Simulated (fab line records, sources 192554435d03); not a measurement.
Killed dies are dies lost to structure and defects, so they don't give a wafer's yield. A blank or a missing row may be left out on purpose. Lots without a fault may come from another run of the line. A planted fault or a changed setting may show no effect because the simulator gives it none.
One fault seen from 2 desks | flow n5_finfet | each desk has only its own numbers; what lay behind them comes last

THE TOOL OWNER'S DESK: ald_sin-01
The tool's own readings at N5_BEOL_M2_ALD_98 (deposits SiO2, target thk 2.5 nm, pulse time 1 s, co reactant pulse time 1 s): means of the sampled wafers that have a number, for each lot that ran on this tool. A lot is out of limits, marked OUT, if its mean lies more than 4 standard deviations from the usual mean; the brackets give that distance.
Columns: A = chamber_pressure_Torr at N5_BEOL_M2_ALD_98, usual 2.000 Torr; B = heater_power_w at N5_BEOL_M2_ALD_98, usual 76 W; C = precursor_pulse_height_rel at N5_BEOL_M2_ALD_98, usual 1.001
lot  | first seen here | A     | B  | C
L266 | day 6 20:50     | 2.000 | 77 | 1.015
L269 | day 7 04:26     | 2.002 | 73 | 1.013
L272 | day 8 03:13     | 1.998 | 70 | 0.991
L275 | day 8 22:07     | 1.998 | 76 | 0.975
L277 | day 9 07:41     | 2.002 | 74 | 1.008
L285 | day 11 10:02    | 1.998 | 79 | 0.999
L288 | day 12 19:44    | 2.004 | 75 | 0.999
This desk's finding: nothing out of limits on any of the 7 lots.

THE METROLOGY DESK
What the gauges read, lot by lot, whatever tool the lot ran on: means of the sampled wafers that have a number. A lot is out of limits, marked OUT, if its mean lies more than 4 standard deviations from the usual mean; the brackets give that distance. Of its 12 readings 7 are shown: those that lie furthest out on some lot.
Columns: A = cd_nm at N5_BEOL_M2_CD_MEAS_18, usual 18.0 nm; B = DIBL_N at N5_BEOL_M4_RC_MEAS_101, usual 36.1 mV/V; C = DIBL_P at N5_BEOL_M4_RC_MEAS_101, usual 35.7 mV/V; D = ION_N at N5_BEOL_M4_RC_MEAS_101, usual 673 uA/um; E = ION_P at N5_BEOL_M4_RC_MEAS_101, usual 462 uA/um; F = SS_N at N5_BEOL_M4_RC_MEAS_101, usual 71.4 mV/dec; G = VT_P at N5_BEOL_M4_RC_MEAS_101, usual -250 mV
lot  | first seen here | A    | B    | C    | D   | E   | F    | G
L266 | day 6 20:03     | 17.9 | 33.4 | 33.7 | 662 | 462 | 71.2 | -249
L269 | day 7 02:58     | 17.6 | 35.3 | 32.8 | 682 | 476 | 71.3 | -246
L272 | day 8 02:38     | 17.8 | 36.6 | 37.5 | 680 | 452 | 72.3 | -252
L275 | day 8 21:02     | 17.7 | 36.2 | 35.9 | 676 | 459 | 71.7 | -250
L277 | day 9 07:00     | 17.8 | 36.0 | 36.4 | 676 | 462 | 71.7 | -250
L280 | day 10 00:15    | 18.2 | 34.5 | 34.5 | 656 | 455 | 71.0 | -251
L282 | day 10 09:02    | 18.5 | 36.2 | 36.9 | 686 | 470 | 71.7 | -246
L285 | day 11 08:35    | 18.4 | 36.3 | 33.5 | 660 | 452 | 71.3 | -254
L268 | day 11 13:24    | 18.3 | 35.2 | 35.9 | 678 | 473 | 71.6 | -246
L288 | day 12 18:50    | 18.4 | 35.5 | 35.1 | 675 | 470 | 71.0 | -244
This desk's finding: nothing out of limits on any of the 10 lots.

PUT TOGETHER
The tool owner's desk saw nothing out of limits.
The metrology desk saw nothing out of limits.

WHAT THE SIMULATOR HAD PUT IN
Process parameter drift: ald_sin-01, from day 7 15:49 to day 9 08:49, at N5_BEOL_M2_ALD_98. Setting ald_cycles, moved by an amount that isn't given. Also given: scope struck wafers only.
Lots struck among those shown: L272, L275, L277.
